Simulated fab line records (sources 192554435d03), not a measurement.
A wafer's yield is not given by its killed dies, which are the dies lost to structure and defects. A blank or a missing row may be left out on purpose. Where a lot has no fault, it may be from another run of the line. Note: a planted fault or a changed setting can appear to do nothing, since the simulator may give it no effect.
One fault through the eyes of 2 desks :: flow n5-finfet :: each desk has only its own numbers; what lay behind them comes last

## FOR THE TOOL OWNER'S DESK: ald-sin-04
The tool's own readings at N5_GATE_CUT_ALD_22 (deposits SiNx, target thk 16 nm, pulse time 1 s, ald cycles 320): means of the sampled wafers that have a number, for each lot that ran on this tool. A lot is out of limits, marked OUT, if its mean lies more than 4 standard deviations from the usual mean; the brackets give that distance.
Columns: A = heater-power-w at N5_GATE_CUT_ALD_22, usual 831 W; B = precursor-pulse-height-rel at N5_GATE_CUT_ALD_22, usual 1.000
lot: L870
first seen here: day 7 02:44
A: 815
B: 1.002

lot: L871
first seen here: day 7 13:05
A: 851
B: 0.993

lot: L872
first seen here: day 7 20:14
A: 809
B: 1.008

lot: L874
first seen here: day 8 03:23
A: 856
B: 0.997
This desk found nothing out of limits on any of the 4 lots.

## FROM THE METROLOGY DESK
What the gauges read, lot by lot, whatever tool the lot ran on: means of the sampled wafers that have a number. A lot is out of limits, marked OUT, if its mean lies more than 4 standard deviations from the usual mean; the brackets give that distance. Only the readings that lie furthest out on some lot appear, 7 of the 10 it has.
Columns: A = DIBL_N at N5_BEOL_M4_RC_MEAS_101, usual 36.3 mV/V; B = DIBL_P at N5_BEOL_M4_RC_MEAS_101, usual 36.7 mV/V; C = IOFF_N at N5_BEOL_M4_RC_MEAS_101, usual 0.164 nA/um; D = ION_N at N5_BEOL_M4_RC_MEAS_101, usual 673 uA/um; E = ION_P at N5_BEOL_M4_RC_MEAS_101, usual 461 uA/um; F = SS_P at N5_BEOL_M4_RC_MEAS_101, usual 73.3 mV/dec; G = VT_P at N5_BEOL_M4_RC_MEAS_101, usual -250.0 mV
lot: L860
first seen here: day 7 14:05
A: 36.1
B: 35.3
C: 0.157
D: 661
E: 453
F: 73.6
G: -252.7

lot: L867
first seen here: day 10 09:23
A: 35.5
B: 36.5
C: 0.158
D: 670
E: 460
F: 73.1
G: -248.8

lot: L870
first seen here: day 10 14:32
A: 35.5
B: 36.4
C: 0.165
D: 678
E: 464
F: 73.5
G: -250.2

lot: L869
first seen here: day 10 16:14
A: 36.5
B: 37.9
C: 0.166
D: 681
E: 467
F: 73.4
G: -249.2

lot: L871
first seen here: day 10 17:22
A: 37.1
B: 37.3
C: 0.180
D: 677
E: 462
F: 74.2
G: -249.2

lot: L868
first seen here: day 10 18:01
A: 36.3
B: 38.1
C: 0.178
D: 683
E: 464
F: 74.0
G: -249.1

lot: L872
first seen here: day 11 07:54
A: 37.1
B: 35.7
C: 0.158
D: 666
E: 453
F: 73.3
G: -251.0

lot: L874
first seen here: day 11 14:03
A: 36.8
B: 36.5
C: 0.166
D: 675
E: 462
F: 73.5
G: -249.7

lot: L882
first seen here: day 13 14:47
A: 38.4
B: 38.5
C: 0.189
D: 682
E: 465
F: 73.2
G: -250.1
This desk found nothing out of limits on any of the 9 lots.

## ALL TOGETHER
Nothing out of limits was seen by the tool owner's desk.
Metrology desk: nothing out of limits seen.

## WHAT THE SIMULATOR PUT IN
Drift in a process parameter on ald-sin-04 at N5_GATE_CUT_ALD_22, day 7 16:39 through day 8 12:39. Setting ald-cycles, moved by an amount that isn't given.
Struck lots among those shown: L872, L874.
